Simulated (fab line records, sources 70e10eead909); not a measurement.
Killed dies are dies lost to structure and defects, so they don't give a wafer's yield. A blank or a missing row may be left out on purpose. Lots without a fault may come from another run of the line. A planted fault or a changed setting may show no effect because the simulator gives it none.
Chamber matching | flow nand_harc | NHARC_HYBRID_BOND_ACTIVATE_00 on rie_diel-07: 4 sister chambers
The step chemistry N2, time 60 s. 4 wafers are shown with their chamber, then 9 later ones without.

WAFERS WITH THEIR CHAMBER
wafer  | chamber | showerhead_plenum_p_Torr (Torr)
L287.4 | 1       | 1.64
L286.1 | 2       | 1.70
L286.2 | 3       | 1.71
L286.4 | 0       | 1.72

WAFERS WITHOUT THEIR CHAMBER
wafer  | showerhead_plenum_p_Torr (Torr)
L295.2 | 1.72
L295.3 | 1.71
L295.5 | 1.70
L301.1 | 1.71
L301.2 | 1.70
L301.5 | 1.70
L302.1 | 1.72
L302.2 | 1.63
L302.3 | 1.71

WHICH CHAMBER EACH WENT THROUGH
wafer  | from the rows above | in truth
L295.2 | 0                   | 0
L295.3 | 3                   | 3
L295.5 | 2                   | 2
L301.1 | 3                   | 3
L301.2 | 2                   | 2
L301.5 | 2                   | 2
L302.1 | 0                   | 0
L302.2 | 1                   | 1
L302.3 | 3                   | 3
Placed correctly: 9 of 9. Can't be placed from these rows: 0. Placed wrongly: 0.
How it was worked out, from the rows above alone: a wafer's distance from a chamber is the root of the sum, over the readings, of the square of ((its reading less the chamber's mean) divided by the reading's scatter). The wafer belongs to the nearest chamber; if the next one is less than 2 further off, it can't be placed. A chamber's mean is the mean of its shown wafers. The scatter: with one shown wafer a chamber, the root of the mean of the squares of how far each hidden wafer lies from its nearest shown one.
